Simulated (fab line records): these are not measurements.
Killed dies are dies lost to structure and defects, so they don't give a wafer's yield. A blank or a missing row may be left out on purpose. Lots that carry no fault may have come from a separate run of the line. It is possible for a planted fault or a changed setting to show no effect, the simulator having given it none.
Matching of chambers ; flow n5 finfet ; N5_BEOL_M10_CMP_52 on cmp-02 has 4 sister chambers
The step polishes, stops on SiCOH lowk, t overpolish 7 s, target thk 140 nm. 20 wafers are shown with their chamber, then 10 later ones without.

EACH WAFER AND ITS CHAMBER
wafer;chamber;motor current A (A);barrier field endpoint s (s);time to endpoint s (s)
L075.1;1;6.8;29.5;73
L075.4;3;5.4;28.0;64
L075.5;1;6.7;29.1;70
L081.2;0;6.0;27.9;66
L081.3;2;6.5;29.9;69
L081.6;0;6.5;28.5;68
L080.3;1;6.6;30.2;72
L080.4;3;5.7;28.7;67
L080.5;1;6.5;30.6;75
L085.1;1;6.6;30.0;71
L085.4;2;6.3;28.9;66
L085.5;2;6.5;28.9;68
L086.2;2;6.1;29.5;71
L086.3;1;6.3;29.8;72
L086.6;1;7.1;29.6;72
L089.1;0;6.9;28.4;65
L089.3;1;6.8;30.4;73
L089.5;1;6.5;30.1;74
L090.4;1;6.3;29.2;67
L090.5;1;6.5;30.3;74

SIGNATURES, as means of the wafers listed above
reading;chamber 0;chamber 1;chamber 2;chamber 3;scatter within a chamber
motor current A;6.467;6.609;6.350;5.550;0.263
barrier field endpoint s;28.267;29.891;29.300;28.350;0.474
time to endpoint s;66.33;72.09;68.50;65.50;2.11
Rule: a wafer's distance from a chamber is the root of the sum, over the readings, of the square of ((its reading less the chamber's mean) divided by the reading's scatter). The wafer belongs to the nearest chamber; if the next one is less than 2 further off, it can't be placed. The scatter: the root of (the sum of the squares of (reading less its chamber's mean) over the shown wafers, divided by (wafers less chambers)).

WAFERS MISSING THEIR CHAMBER
wafer;motor current A (A);barrier field endpoint s (s);time to endpoint s (s)
L090.6;6.6;28.7;63
L092.1;6.7;28.7;71
L092.2;6.7;26.8;65
L092.3;5.4;28.3;67
L097.3;6.4;27.9;64
L097.4;5.5;28.7;66
L097.5;6.8;29.5;69
L095.2;6.4;29.7;67
L095.5;6.3;27.7;60
L095.6;5.7;28.0;64

CHAMBER TAKEN BY EACH
wafer;from the rows above;in truth
L090.6;can't be placed: 0 or 2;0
L092.1;can't be placed: 2 or 0 or 1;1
L092.2;0;0
L092.3;3;3
L097.3;0;0
L097.4;3;3
L097.5;can't be placed: 2 or 1 or 0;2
L095.2;can't be placed: 2 or 1 or 0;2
L095.5;can't be placed: 0 or 3 or 2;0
L095.6;can't be placed: 3 or 0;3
Correct placement for 4 of the 10. Cannot be placed on the basis of these rows: 6; the candidates contain the true chamber in 6. Placed wrongly: 0.
